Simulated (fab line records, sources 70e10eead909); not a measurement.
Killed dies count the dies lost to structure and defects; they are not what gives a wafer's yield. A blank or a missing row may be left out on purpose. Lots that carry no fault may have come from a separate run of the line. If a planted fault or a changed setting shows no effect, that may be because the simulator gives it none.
Matching of chambers ; flow nand harc ; 3 sister chambers for NHARC_A_BONDPAD_DEP_00 on pecvd-03
The step deposits SiCN, target thk 250 nm. 14 wafers are shown with their chamber, then 7 later ones without.

== WAFERS WITH THEIR CHAMBER ==
wafer;chamber;heater power w (W)
L076.2;1;524
L076.3;0;705
L076.6;2;606
L078.3;0;775
L078.4;0;627
L078.6;1;540
L080.3;1;483
L080.4;1;501
L080.5;0;727
L086.4;0;682
L086.5;2;539
L086.6;1;506
L088.2;0;676
L088.4;0;697

SIGNATURES, as means of the wafers listed above
reading;chamber 0;chamber 1;chamber 2;scatter within a chamber
heater power w;698.43;510.80;572.50;39
Rule: a wafer's distance from a chamber is the root of the sum, over the readings, of the square of ((its reading less the chamber's mean) divided by the reading's scatter). If the next closest chamber is less than 2 further off than the closest, the wafer can't be placed; otherwise it belongs to the closest. The scatter: take each reading less its chamber's mean, square it, sum over the shown wafers, divide by the number of wafers less the number of chambers, and take the root.

== WAFERS WHOSE CHAMBER IS MISSING ==
wafer;heater power w (W)
L088.5;581
L092.1;449
L092.2;729
L092.3;528
L092.4;552
L092.5;455
L092.6;735

== WHICH CHAMBER EACH WENT THROUGH ==
wafer;from the rows above;in truth
L088.5;can't be placed: 2 or 1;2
L092.1;can't be placed: 1 or 2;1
L092.2;0;0
L092.3;can't be placed: 1 or 2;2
L092.4;can't be placed: 2 or 1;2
L092.5;can't be placed: 1 or 2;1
L092.6;0;0
Placed correctly: 2 of 7. Not placeable from these rows: 5 (in 5, the candidates include the true chamber). Number placed wrongly: 0.
